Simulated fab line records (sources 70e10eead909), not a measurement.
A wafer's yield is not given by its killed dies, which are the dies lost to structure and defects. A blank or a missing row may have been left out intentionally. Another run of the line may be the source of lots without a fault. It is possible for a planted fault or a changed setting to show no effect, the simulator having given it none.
The same fault as seen by 2 desks + flow nandHarc + numbers are kept per desk, each desk with only its own; the story behind them comes last

== AT THE METROLOGY DESK ==
What the gauges read for every lot (on any tool): the sampled wafers with a number, averaged. Any lot whose mean is over 4 standard deviations away from the usual mean is out of limits and marked OUT; that distance is given in the brackets.
Columns: A = thkNm at NHARC_A_ONON_D2_THK_MEAS_08, usual 998 nm; B = thkNm at NHARC_A_ONON_D2_THK_MEAS_21, usual 999 nm
| lot  | first seen here | A    | B              |
|------|-----------------|------|----------------|
| L112 | day 12 08:46    | 1001 | 992            |
| L113 | day 12 18:27    | 997  | 1006           |
| L114 | day 13 08:20    | 1002 | 1003           |
| L115 | day 14 02:02    | 981  | 1007           |
| L116 | day 14 02:04    | 1001 | 990            |
| L117 | day 14 12:02    | 1005 | 1008           |
| L118 | day 15 00:18    | 1017 | 1007           |
| L119 | day 15 06:07    | 1001 | 1012           |
| L120 | day 15 06:08    | 1002 | 982            |
| L122 | day 16 16:54    | 984  | 1299 (+27) OUT |
| L134 | day 21 06:21    | 983  | 988            |
| L133 | day 21 06:22    | 992  | 1015           |
| L135 | day 21 16:31    | 1019 | 994            |
Finding of this desk: L122 out of limits; the first was L122 at day 17 02:34, on thkNm at NHARC_A_ONON_D2_THK_MEAS_21. L112, L113, L114, L115, L116, L117, L118, L119, L120, L134, L133, L135 stayed within limits.

== THE TOOL OWNER'S DESK: pecvdOnon-03 ==
The tool's own readings at NHARC_A_ONON_D2_DEP_19 (target thk 1000 nm): means of the sampled wafers that have a number, for each lot that ran on this tool. Any lot whose mean is over 4 standard deviations away from the usual mean is out of limits and marked OUT; that distance is given in the brackets.
Columns: A = nh3FlowSccm at NHARC_A_ONON_D2_DEP_19, usual 500.4 sccm
| lot  | first seen here | A     |
|------|-----------------|-------|
| L112 | day 12 20:35    | 498.9 |
| L114 | day 13 16:52    | 499.3 |
| L118 | day 15 09:26    | 501.8 |
| L120 | day 15 14:47    | 500.0 |
| L122 | day 17 02:07    | 501.6 |
| L134 | day 21 17:11    | 501.2 |
Finding of this desk: none of the 6 lots has anything out of limits.

== TAKEN TOGETHER ==
L122 would have let the metrology desk raise an alarm at day 17 02:34.
Nothing out of limits was seen by the tool owner's desk.
Tool owner's desk: L122 on record, inside its limits.
NHARC_A_ONON_D2_DEP_19 was run on pecvdOnon-03 by each of the lots named.

== WHAT THE SIMULATOR HAD PUT IN ==
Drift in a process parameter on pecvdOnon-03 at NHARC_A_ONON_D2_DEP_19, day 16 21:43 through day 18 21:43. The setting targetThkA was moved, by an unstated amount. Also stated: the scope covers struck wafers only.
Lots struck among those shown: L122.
Delay in hours, fault start to first out-of-limits reading, per desk: metrology desk 5.
